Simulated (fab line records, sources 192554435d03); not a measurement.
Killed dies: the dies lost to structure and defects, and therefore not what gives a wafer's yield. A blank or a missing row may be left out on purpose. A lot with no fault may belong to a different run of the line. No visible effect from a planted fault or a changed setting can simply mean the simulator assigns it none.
Comparing a struck lot with a sound one | flow n5 finfet | 27 out of 1938 route steps
Sound: the wafers L552.2, L552.4, L552.5. Struck: wafer L560.6 (left out: L560.4, a lot-mate that was not struck); the cause follows at the end.
For every step that has rows: the tool of each side, followed by ch and its chambers, followed by its first start. Under that, the readings that differ: sound wafers | struck wafers | difference of the means | sigmas: that difference in standard deviations of wafers without a fault.
alike: readings with means less than 2 such deviations apart, plus words and numbers identical on both sides. not compared: withheld readings, readings lacking a value on some wafer, bounds such as >300 that could conceal the same value, and numbers that have no deviation in the record and whose values overlap.
Wherever a step has rows on one side only, a row that says differs or no value, or a row with sigmas, the two part there. Numbers that have no deviation but don't overlap get no sigmas and don't part them. A reading missing from all wafers of one side parts the sides only when that side holds two or more wafers.

N5_STI_FIN_REVEAL_ALD_14: deposits Si3N4, target thk 3 nm.
  sound on ald sin-01 ch 1,3, day 4 12:34; struck on ald sin-01 ch 3, day 6 11:46
  alike: heater power w
  not compared: since wet clean h
then, 2 steps without rows for these wafers: N5_STI_FIN_REVEAL_FCVD_FILL_01 (material SiO2 flowable, target thk 312 nm, time 512.2 s); N5_STI_FIN_REVEAL_DENSIFY_02 (time 1800 s).
N5_STI_FIN_REVEAL_CMP_04: polishes, stops on Si3N4, t overpolish 4 s, target thk 131.83 nm.
  sound on cmp-03 ch 2,3, day 4 17:35; struck on cmp-04 ch 0, day 6 16:48
  reading                | sound       | struck | difference | sigmas
  motor current A (A)    | 9.4 8.6 8.9 | 7.5    | -1.5       | -2
  time to endpoint s (s) | 96 91 95    | 105    | +11        | +2
  alike: overpolish run s, platen rpm
N5_STI_FIN_REVEAL_THK_MEAS_05:
  sound on film metro-01 at day 4 17:53; struck on film metro-01 at day 6 17:06
  alike: thk nm
following that, these wafers have no rows for 1 step: N5_STI_FIN_REVEAL_DENSIFY_30.
N5_STI_FIN_REVEAL_ETCHBACK_08: etches SiO2 in C4F6/O2, target depth 30.5 nm, time 10.167 s.
  sound on rie diel-01 ch 1,2,3, day 4 18:14; struck on rie diel-01 ch 0, day 6 17:23
  alike: drypump motor current A, mfc ar sccm, oes product au, rf vpp V, showerhead plenum p Torr, throttle valve pct
  not compared: rf hours counter h
N5_STI_FIN_REVEAL_STRIP_24: strips in N2/H2, time 90 s.
  sound on rie diel-01 ch 1,2,3, day 4 18:17; struck on rie diel-01 ch 0, day 6 17:26
  alike: drypump motor current A, oes product au, rf vpp V, showerhead plenum p Torr, throttle valve pct
  not compared: rf hours counter h
then, 4 steps without rows for these wafers: N5_STI_FIN_REVEAL_PRECLEAN_25 (cleans in SPM, time 90 s); N5_STI_FIN_REVEAL_PRECLEAN_26 (cleans in SC1, time 45 s); N5_STI_FIN_REVEAL_PRECLEAN_29 (cleans in DHF, time 30 s); N5_STI_FIN_REVEAL_SRD_12 (time 30 s).
N5_STI_FIN_REVEAL_RECESS_09: chemistry HF/NH3, target SiO2, afs cycles 11, target depth 42.5 nm, sublimation time 60 s.
  sound on vapor etch-01 ch 0,1, day 4 18:29; struck on vapor etch-02 ch 1, day 6 18:10
  alike: drypump motor current A
then, 7 steps without rows for these wafers: N5_STI_FIN_REVEAL_STRIP_16 (strips SiNx in H3PO4, target depth 23.8 nm); N5_STI_FIN_REVEAL_PRECLEAN_17 (cleans in NF3:NH3, afs cycles 1, time 20 s, sublimation time 60 s); N5_STI_FIN_REVEAL_ETCH_34 (etches Si in H2, material Si, target depth 0.97 nm); N5_STI_FIN_REVEAL_OXIDATION_31 (chemistry O2 PLASMA REMOTE, time 20 s); N5_STI_FIN_REVEAL_PRECLEAN_32 (cleans in NF3:NH3, afs cycles 1, time 20 s, sublimation time 60 s); N5_STI_FIN_REVEAL_STRIP_35 (strips Si3N4 in H3PO4, target depth 4 nm, time 39 s); N5_STI_FIN_REVEAL_SRD_21 (time 30 s).
N5_STI_FIN_REVEAL_OXIDATION_33: chemistry O2 PLASMA REMOTE, time 20 s.
  sound on plasma asher-01 ch 0,1, day 4 21:00; struck on plasma asher-01 ch 0, day 6 20:11
  alike: drypump motor current A, heater power w
  not compared: rf hours counter h
then, 2 steps without rows for these wafers: N5_STI_FIN_REVEAL_CLEAN_19 (cleans in O3/DIW, time 120 s); N5_STI_FIN_REVEAL_SRD_23 (time 30 s).
N5_STI_FIN_REVEAL_CD_MEAS_22: target cd 6.238 nm, pitch 28 nm.
  sound on cd sem-01 at day 4 21:10; struck on cd sem-01 at day 6 20:21
  alike: cd nm
N5_STI_FIN_REVEAL_FIN_H_MEAS_10:
  sound on ocd-01 at day 4 21:12; struck on ocd-01 at day 6 20:23
  reading              | sound          | struck | difference | sigmas
  trench depth nm (nm) | 52.2 52.7 54.0 | 46.9   | -6.1       | -8
then, 1 step without rows for these wafers: N5_STI_FIN_REVEAL_PRECLEAN_18 (cleans in SC2, time 45 s).
-- record jumps: 9 days separate the struck wafers' starts on either side; left off in module STI_FIN_REVEAL, taken up again in module PASSIVATION, whose first shown step is the route's number 1936 --
N5_PASSIVATION_PROBE_49:
  sound on prober-02 at day 14 10:52; struck on prober-01 at day 16 08:11
  reading             | sound    | struck | difference | sigmas
  killed at contacts  | 11 16 26 | 5      | -13        | -2
  killed at front end | 28 24 32 | 65     | +37        | +3
  killed short        | 30 35 27 | 55     | +24        | +3
  alike: killed_at_M0_to_M3, killed_at_M4_up, killed at other, killed dies, killed open

WHERE THEY PART
Last at N5_PASSIVATION_PROBE_49 as far as this record goes, first at N5_STI_FIN_REVEAL_CMP_04.

WHY: what had been put in by the simulator
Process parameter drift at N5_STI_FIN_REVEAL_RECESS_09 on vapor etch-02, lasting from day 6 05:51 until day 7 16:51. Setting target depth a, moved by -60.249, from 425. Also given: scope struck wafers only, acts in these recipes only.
